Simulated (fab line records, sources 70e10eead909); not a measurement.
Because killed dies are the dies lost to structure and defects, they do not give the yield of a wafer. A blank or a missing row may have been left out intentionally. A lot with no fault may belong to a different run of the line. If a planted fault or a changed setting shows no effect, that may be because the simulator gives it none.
Chamber matching    flow nand-harc    rie-diel-11 running NHARC_P_M0_DESCUM_14: 4 sister chambers
The step chemistry O2, time 3 s. 16 wafers are shown with their chamber, then 7 later ones without.

WAFERS, EACH WITH ITS CHAMBER
wafer   chamber  showerhead-plenum-p-Torr (Torr)  drypump-motor-current-A (A)  oes-product-au (a.u.)
L307.1  3        1.88                             6.22                         1.016
L307.5  1        1.91                             5.87                         1.001
L307.6  0        1.80                             5.93                         1.018
L312.3  1        1.91                             5.87                         0.991
L312.4  3        1.88                             6.21                         1.012
L312.6  1        1.91                             5.86                         0.981
L314.1  2        1.85                             5.70                         0.994
L314.2  1        1.91                             5.87                         0.989
L314.5  1        1.91                             5.85                         0.984
L318.3  0        1.80                             5.89                         1.004
L318.5  1        1.90                             5.88                         0.984
L318.6  2        1.85                             5.71                         0.998
L322.1  1        1.90                             5.87                         0.979
L322.2  0        1.80                             5.89                         1.002
L322.4  3        1.87                             6.23                         1.011
L323.1  1        1.90                             5.90                         0.992

SIGNATURES (averages over the wafers above)
reading                   chamber 0  chamber 1  chamber 2  chamber 3  scatter within a chamber
showerhead-plenum-p-Torr  1.8000     1.9062     1.8500     1.8767     0.0046
drypump-motor-current-A   5.9033     5.8712     5.7050     6.2200     0.0153
oes-product-au            1.00800    0.98762    0.99600    1.01300    0.00665
Rule: for a wafer and a chamber, the distance is found by dividing, reading by reading, the gap between the wafer's reading and the chamber's mean by the reading's scatter, squaring, summing and taking the root. The wafer belongs to the nearest chamber; if the next one is less than 2 further off, it can't be placed. How the scatter is found: for the shown wafers, subtract from each reading the mean of its chamber, square and add these, divide the total by (wafers less chambers), then take the root.

WAFERS WHOSE CHAMBER IS MISSING
wafer   showerhead-plenum-p-Torr (Torr)  drypump-motor-current-A (A)  oes-product-au (a.u.)
L323.2  1.80                             5.90                         0.997
L329.1  1.87                             6.20                         1.016
L329.3  1.90                             5.88                         0.991
L329.5  1.79                             5.91                         0.996
L330.3  1.90                             5.89                         0.983
L330.4  1.87                             6.22                         1.003
L330.5  1.79                             5.95                         1.007

WHICH CHAMBER EACH WENT THROUGH
wafer   from the rows above  in truth
L323.2  0                    0
L329.1  3                    3
L329.3  1                    1
L329.5  0                    0
L330.3  1                    1
L330.4  3                    3
L330.5  0                    0
Placed correctly: 7 of 7. Number that these rows cannot place: 0. Placed wrongly: 0.
